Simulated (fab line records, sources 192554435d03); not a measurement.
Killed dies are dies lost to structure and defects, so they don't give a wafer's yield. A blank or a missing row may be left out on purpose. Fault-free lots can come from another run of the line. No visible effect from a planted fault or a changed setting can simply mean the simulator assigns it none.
Chamber matching	flow n5 finfet	N5_BEOL_M9_DESCUM_33 on rie diel-03: 4 sister chambers
The step chemistry O2, time 7 s. 4 wafers are shown with their chamber, then 9 later ones without.

WAFERS, EACH WITH ITS CHAMBER
wafer	chamber	showerhead plenum p Torr (Torr)
L088.2	2	2.05
L090.3	3	1.98
L092.1	1	2.04
L092.6	0	2.17

WAFERS WITHOUT THEIR CHAMBER
wafer	showerhead plenum p Torr (Torr)
L093.3	1.98
L093.4	2.17
L093.5	2.17
L095.1	2.03
L095.2	2.04
L095.5	2.04
L097.1	1.98
L097.3	2.03
L097.5	2.17

EACH ONE'S CHAMBER
wafer	from the rows above	in truth
L093.3	3	3
L093.4	0	0
L093.5	0	0
L095.1	1	1
L095.2	1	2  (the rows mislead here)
L095.5	1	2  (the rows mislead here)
L097.1	3	3
L097.3	1	1
L097.5	0	0
Placed correctly: 7 of 9. Left unplaced by these rows: 0. 2 placed wrongly.
How it was worked out, from the rows above alone: a wafer's distance from a chamber is the root of the sum, over the readings, of the square of ((its reading less the chamber's mean) divided by the reading's scatter). The wafer belongs to the nearest chamber; if the next one is less than 2 further off, it can't be placed. A chamber's mean is the mean of its shown wafers. The scatter: root of mean squared gap, hidden wafer to nearest shown wafer, with one shown wafer a chamber.
